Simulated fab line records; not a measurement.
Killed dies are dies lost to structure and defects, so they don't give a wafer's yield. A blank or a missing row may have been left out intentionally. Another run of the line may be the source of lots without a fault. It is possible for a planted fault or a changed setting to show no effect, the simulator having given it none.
Chamber matching    flow nand harc    4 sister chambers for NHARC_P_STI_ETCH_42 on rie diel-05
The step etches the open film in N2/H2, target depth 80 nm, overetch 24 nm, time 61 s. 20 wafers are shown with their chamber, then 10 later ones without.

WAFERS, EACH WITH ITS CHAMBER
wafer   chamber  showerhead plenum p Torr (Torr)  drypump motor current A (A)  rf vpp V (V)
L074.1  2        2.14                             5.8                          435
L074.2  1        2.07                             6.3                          431
L074.5  0        2.11                             5.3                          431
L079.1  3        1.89                             6.3                          425
L079.4  2        2.14                             5.7                          433
L079.6  0        2.11                             5.3                          432
L081.1  0        2.11                             5.3                          433
L081.2  3        1.89                             6.3                          426
L081.3  0        2.11                             5.3                          432
L083.3  3        1.89                             6.4                          426
L083.4  3        1.89                             6.3                          426
L083.5  0        2.11                             5.3                          433
L085.1  3        1.89                             6.3                          427
L085.3  1        2.06                             6.3                          431
L085.6  0        2.11                             5.3                          433
L090.1  2        2.14                             5.8                          432
L090.4  1        2.06                             6.3                          432
L090.5  0        2.11                             5.4                          431
L092.1  3        1.89                             6.3                          425
L092.5  3        1.89                             6.3                          426

SIGNATURES, as means of the wafers listed above
reading                   chamber 0  chamber 1  chamber 2  chamber 3  scatter within a chamber
showerhead plenum p Torr  2.1100     2.0633     2.1400     1.8900     0.00204
drypump motor current A   5.314      6.300      5.767      6.314      0.0386
rf vpp V                  432.14     431.33     433.33     425.86     0.903
Rule: for each reading, subtract the chamber's mean from the wafer's reading, divide by that reading's scatter and square the result; add these up over the readings and take the root, which gives the wafer's distance from the chamber. If the next closest chamber is less than 2 further off than the closest, the wafer can't be placed; otherwise it belongs to the closest. The scatter: the root of (the sum of the squares of (reading less its chamber's mean) over the shown wafers, divided by (wafers less chambers)).

WAFERS WITHOUT THEIR CHAMBER
wafer   showerhead plenum p Torr (Torr)  drypump motor current A (A)  rf vpp V (V)
L092.6  2.13                             5.8                          432
L095.1  2.11                             5.3                          432
L095.2  2.13                             5.8                          432
L095.5  2.06                             6.3                          431
L096.3  1.89                             6.3                          426
L096.5  1.89                             6.3                          426
L096.6  2.13                             5.8                          433
L097.1  2.13                             5.8                          433
L097.3  1.89                             6.3                          426
L097.6  1.89                             6.4                          425

WHICH CHAMBER EACH ONE RAN IN
wafer   from the rows above  in truth
L092.6  2                    2
L095.1  0                    0
L095.2  2                    2
L095.5  1                    1
L096.3  3                    3
L096.5  3                    3
L096.6  2                    2
L097.1  2                    2
L097.3  3                    3
L097.6  3                    3
10 of 10 placed correctly. Left unplaced by these rows: 0. 0 placed wrongly.
